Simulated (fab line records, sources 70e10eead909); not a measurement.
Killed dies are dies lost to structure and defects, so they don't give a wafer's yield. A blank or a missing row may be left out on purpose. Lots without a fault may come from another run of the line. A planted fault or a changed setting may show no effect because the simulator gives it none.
Chamber matching | flow nand_harc | NHARC_P_BONDPAD_CMP_32 on cmp-04: 4 sister chambers
The step polishes SiCN, target thk 200 nm. 20 wafers are shown with their chamber, then 10 later ones without.

WAFERS WITH THEIR CHAMBER
wafer  | chamber | motor_current_A (A) | slurry_filter_dp_kPa (kPa)
L074.1 | 2       | 11.3                | 13.63
L074.4 | 0       | 11.2                | 13.51
L074.6 | 3       | 13.2                | 13.34
L077.1 | 1       | 11.7                | 13.46
L077.3 | 0       | 10.3                | 13.44
L077.4 | 2       | 10.8                | 13.41
L082.1 | 0       | 10.7                | 13.79
L082.4 | 2       | 11.3                | 13.70
L082.5 | 2       | 10.7                | 13.26
L086.2 | 3       | 13.6                | 13.34
L086.5 | 0       | 11.0                | 13.51
L086.6 | 3       | 12.9                | 13.61
L090.1 | 2       | 11.5                | 13.60
L090.3 | 3       | 12.6                | 13.70
L090.5 | 3       | 13.2                | 13.51
L092.1 | 3       | 12.8                | 13.33
L092.3 | 2       | 10.9                | 13.45
L092.4 | 0       | 11.3                | 13.31
L093.1 | 0       | 10.9                | 13.57
L093.4 | 1       | 11.3                | 13.74

SIGNATURES (means of the wafers above)
reading              | chamber 0 | chamber 1 | chamber 2 | chamber 3 | scatter within a chamber
motor_current_A      | 10.900    | 11.500    | 11.083    | 13.050    | 0.345
slurry_filter_dp_kPa | 13.5217   | 13.6000   | 13.5083   | 13.4717   | 0.163
Rule: a wafer's distance from a chamber is the root of the sum, over the readings, of the square of ((its reading less the chamber's mean) divided by the reading's scatter). The wafer belongs to the nearest chamber; if the next one is less than 2 further off, it can't be placed. The scatter: the root of (the sum of the squares of (reading less its chamber's mean) over the shown wafers, divided by (wafers less chambers)).

WAFERS WITHOUT THEIR CHAMBER
wafer  | motor_current_A (A) | slurry_filter_dp_kPa (kPa)
L093.6 | 12.3                | 13.47
L094.1 | 12.5                | 13.69
L094.2 | 11.0                | 13.43
L094.5 | 10.4                | 13.55
L096.1 | 12.6                | 13.52
L096.4 | 11.5                | 13.68
L096.6 | 11.1                | 13.63
L097.3 | 11.4                | 13.12
L097.4 | 10.9                | 13.44
L097.5 | 10.7                | 13.46

WHICH CHAMBER EACH WENT THROUGH
wafer  | from the rows above               | in truth
L093.6 | can't be placed: 3 or 1 or 2 or 0 | 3
L094.1 | can't be placed: 3 or 1           | 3
L094.2 | can't be placed: 2 or 0 or 1      | 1
L094.5 | can't be placed: 0 or 2 or 1      | 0
L096.1 | can't be placed: 3 or 1           | 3
L096.4 | can't be placed: 1 or 2 or 0      | 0
L096.6 | can't be placed: 2 or 0 or 1      | 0
L097.3 | can't be placed: 2 or 0 or 1      | 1
L097.4 | can't be placed: 0 or 2 or 1      | 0
L097.5 | can't be placed: 0 or 2 or 1      | 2
Placed correctly: 0 of 10. Can't be placed from these rows: 10 (the true chamber is among the candidates in 10). Placed wrongly: 0.
